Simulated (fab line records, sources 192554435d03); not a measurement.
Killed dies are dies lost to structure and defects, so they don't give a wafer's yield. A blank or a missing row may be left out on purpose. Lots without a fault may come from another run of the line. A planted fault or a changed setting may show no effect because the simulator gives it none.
Chamber matching | flow n5_finfet | N5_BEOL_M12_DESCUM_15 on rie_diel-04: 4 sister chambers
The step chemistry O2, time 7.9 s. 16 wafers are shown with their chamber, then 8 later ones without.

WAFERS WITH THEIR CHAMBER
wafer  | chamber | drypump_motor_current_A (A) | showerhead_plenum_p_Torr (Torr) | throttle_valve_pct (%)
L075.1 | 1       | 6.5                         | 2.03                            | 20.70
L075.2 | 3       | 5.8                         | 2.22                            | 20.43
L075.6 | 0       | 5.1                         | 2.07                            | 20.53
L074.2 | 1       | 6.5                         | 2.03                            | 20.66
L074.3 | 2       | 5.4                         | 2.10                            | 20.14
L074.5 | 3       | 5.8                         | 2.22                            | 20.45
L079.1 | 0       | 5.1                         | 2.07                            | 20.53
L079.4 | 3       | 5.9                         | 2.21                            | 20.44
L079.6 | 1       | 6.5                         | 2.02                            | 20.71
L086.1 | 1       | 6.5                         | 2.02                            | 20.72
L086.2 | 0       | 5.1                         | 2.06                            | 20.57
L086.4 | 2       | 5.5                         | 2.09                            | 20.17
L088.2 | 2       | 5.4                         | 2.09                            | 20.16
L088.3 | 1       | 6.5                         | 2.02                            | 20.73
L088.5 | 3       | 5.8                         | 2.20                            | 20.47
L093.2 | 0       | 5.1                         | 2.06                            | 20.59

SIGNATURES (means of the wafers above)
reading                  | chamber 0 | chamber 1 | chamber 2 | chamber 3 | scatter within a chamber
drypump_motor_current_A  | 5.100     | 6.500     | 5.433     | 5.825     | 0.0344
showerhead_plenum_p_Torr | 2.0650    | 2.0240    | 2.0933    | 2.2125    | 0.00684
throttle_valve_pct       | 20.5550   | 20.7040   | 20.1567   | 20.4475   | 0.0241
Rule: a wafer's distance from a chamber is the root of the sum, over the readings, of the square of ((its reading less the chamber's mean) divided by the reading's scatter). The wafer belongs to the nearest chamber; if the next one is less than 2 further off, it can't be placed. The scatter: the root of (the sum of the squares of (reading less its chamber's mean) over the shown wafers, divided by (wafers less chambers)).

WAFERS WITHOUT THEIR CHAMBER
wafer  | drypump_motor_current_A (A) | showerhead_plenum_p_Torr (Torr) | throttle_valve_pct (%)
L093.3 | 5.4                         | 2.09                            | 20.18
L093.5 | 6.5                         | 2.02                            | 20.74
L090.4 | 5.8                         | 2.20                            | 20.48
L090.5 | 5.1                         | 2.06                            | 20.59
L090.6 | 5.9                         | 2.20                            | 20.49
L097.1 | 5.1                         | 2.05                            | 20.61
L097.3 | 5.9                         | 2.19                            | 20.52
L097.5 | 6.5                         | 2.01                            | 20.77

WHICH CHAMBER EACH WENT THROUGH
wafer  | from the rows above | in truth
L093.3 | 2                   | 2
L093.5 | 1                   | 1
L090.4 | 3                   | 3
L090.5 | 0                   | 0
L090.6 | 3                   | 3
L097.1 | 0                   | 0
L097.3 | 3                   | 3
L097.5 | 1                   | 1
Placed correctly: 8 of 8. Can't be placed from these rows: 0. Placed wrongly: 0.
